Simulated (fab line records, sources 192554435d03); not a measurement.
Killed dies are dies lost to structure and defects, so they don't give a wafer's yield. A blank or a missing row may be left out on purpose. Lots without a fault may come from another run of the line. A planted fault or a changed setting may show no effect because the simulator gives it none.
Problem report in the 8D (eight disciplines) form, filled by code | flow n5_finfet | the parts of the form that need people (team, actions taken, sign-off) are left out

1. THE PROBLEM
killed_at_M4_up at N5_PASSIVATION_PROBE_49 reads a mean of 78 on 1 wafer of 1 lot; wafers without a fault read 14 with a standard deviation of 5.5. That is +12 standard deviations from the usual mean.
First seen on wafer L214.6, day 16 20:49, on prober-02. The record holds 13 wafers of 5 lots with a number at this step. Rule for "out", or "out of limits": more than 4 standard deviations from the usual mean. The other wafers with a number count as sound.

2. WHAT IT IS AND WHAT IT IS NOT
question                    | is                             | is not
which readings at this step | killed_at_M4_up, killed_on_rim | killed_at_M0_to_M3, killed_at_contacts, killed_at_front_end, killed_at_other, killed_open, killed_short, sort_bin_4_leakage, sort_bin_6_memory, sort_n_pass, sort_yield_pct
which lots                  | L214                           | L202, L204, L206, L210
which wafers of those lots  | L214.6                         | L214.2, L214.5
read on which tools         | prober-02                      | prober-01
when                        | from day 16 20:49              | up to then (12 sound wafers)

3. SUSPECTS, AND WHAT RULES EACH OUT
Counting: a tool at a process step up to the reading stays a suspect if it ran every lot that is out. Sound lots after the first of them don't rule it out here, since some wafers of a struck lot are sound.
- pvd_sputter-01 at N5_BEOL_M4_SPUTTER_81 (material Cu, target thk 4.5 nm, time 8.29 s): kept. It ran the lot that is out, L214 (day 11 20:15); its last sound lot up to then is L210 (day 11 10:49).
- rie_metal-02 at N5_PASSIVATION_ETCH_59 (etches TaN in Cl2/BCl3, target depth 65 nm, time 34.9 s): kept. It ran the lot that is out, L214 (day 16 16:08); its last sound lot up to then is L202 (day 13 10:48).
- rie_diel-01 at N5_PASSIVATION_STRIP_34 (strips in O2): kept. It ran the lot that is out, L214 (day 16 16:15).
- prober-02 at N5_PASSIVATION_PROBE_49: kept. It ran the lot that is out, L214 (day 16 20:37); its last sound lot up to then is L210 (day 16 16:38). Its own readings are out on those wafers: killed_at_M4_up, killed_on_rim.
- Within rie_metal-02 at N5_PASSIVATION_ETCH_59: the wafers that are out ran in chamber 0; their sound lot-mates ran in chamber 1.
Left after counting: pvd_sputter-01 at N5_BEOL_M4_SPUTTER_81, rie_metal-02 at N5_PASSIVATION_ETCH_59, rie_diel-01 at N5_PASSIVATION_STRIP_34, prober-02 at N5_PASSIVATION_PROBE_49.

4. THE CAUSE (what the simulator had put in)
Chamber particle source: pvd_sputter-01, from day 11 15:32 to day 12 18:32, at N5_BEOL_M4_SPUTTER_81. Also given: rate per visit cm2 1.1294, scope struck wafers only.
Counting left 4 suspects, and this tool is among them.

5. THE CHAIN OF EFFECTS, in route order
Each row: a reading whose mean over the struck wafers that have a number lies more than 3 standard deviations from the usual. Only readings for which the record gives a usual standard deviation are gone through. hours: the time from each lot's start at the first step in this table that gives one to its start at this step, as a median over the lots. sigmas: the change in usual standard deviations.
hours | step                    | reading              | usual  | on struck wafers | change | sigmas
0     | N5_PASSIVATION_PROBE_49 | defect_limited_yield | 91.0 % | 86.3             | -4.7   | -3.4
0     | N5_PASSIVATION_PROBE_49 | killed_at_M4_up      | 14     | 78               | +64    | +12
0     | N5_PASSIVATION_PROBE_49 | killed_dies          | 106    | 162              | +56    | +3.5
0     | N5_PASSIVATION_PROBE_49 | killed_on_rim        | 13     | 30               | +17    | +4.2
0     | N5_PASSIVATION_PROBE_49 | sort_bin_5_function  | 5.3 %  | 8.5              | +3.2   | +3.6
The process steps in it:
- N5_PASSIVATION_PROBE_49

6. WHAT WOULD HAVE CAUGHT IT SOONER
In this record the first reading out of limits was taken at day 16 20:49, 125 hours after the fault began at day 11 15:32.
Of the tool readings at N5_BEOL_M4_SPUTTER_81 for which the record gives a usual standard deviation, none was out on any struck wafer, so an alarm limit of 4 standard deviations on them would not have fired.
All the lots that are out (1) had begun N5_BEOL_M4_SPUTTER_81 on pvd_sputter-01 by day 16 20:49. A hold on the tool at that time would have spared none of them.
